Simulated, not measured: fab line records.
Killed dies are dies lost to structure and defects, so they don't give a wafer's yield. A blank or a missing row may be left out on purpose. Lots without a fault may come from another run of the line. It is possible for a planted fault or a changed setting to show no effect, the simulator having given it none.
Chamber matching -- flow n5Finfet -- N5_SDB_CMP_30 on cmp-01: 4 sister chambers
The step polishes, stops on poly-Si, t overpolish 1.54 s, target thk 30 nm. 4 wafers are shown with their chamber, then 7 later ones without.

WAFERS, EACH WITH ITS CHAMBER
wafer,chamber,motorCurrentA (A)
L093.4,2,16.1
L093.6,3,11.7
L094.1,0,14.2
L094.2,1,11.6

WAFERS WHOSE CHAMBER IS MISSING
wafer,motorCurrentA (A)
L094.3,15.3
L096.1,15.6
L096.3,13.3
L096.5,13.3
L097.3,15.5
L097.4,13.8
L097.6,12.1

CHAMBER TAKEN BY EACH
wafer,from the rows above,in truth
L094.3,can't be placed: 2 or 0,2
L096.1,can't be placed: 2 or 0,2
L096.3,can't be placed: 0 or 3 or 1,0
L096.5,can't be placed: 0 or 3 or 1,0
L097.3,can't be placed: 2 or 0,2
L097.4,0,0
L097.6,can't be placed: 3 or 1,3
1 of 7 placed correctly. Not placeable from these rows: 6 (in 6, the candidates include the true chamber). 0 placed wrongly.
How it was worked out, from the rows above alone: a wafer's distance from a chamber is the root of the sum, over the readings, of the square of ((its reading less the chamber's mean) divided by the reading's scatter). If the next closest chamber is less than 2 further off than the closest, the wafer can't be placed; otherwise it belongs to the closest. The mean given for a chamber averages the wafers shown for that chamber. The scatter (one wafer shown for each chamber): square how far every hidden wafer sits from the nearest shown wafer, average those squares and take the square root.
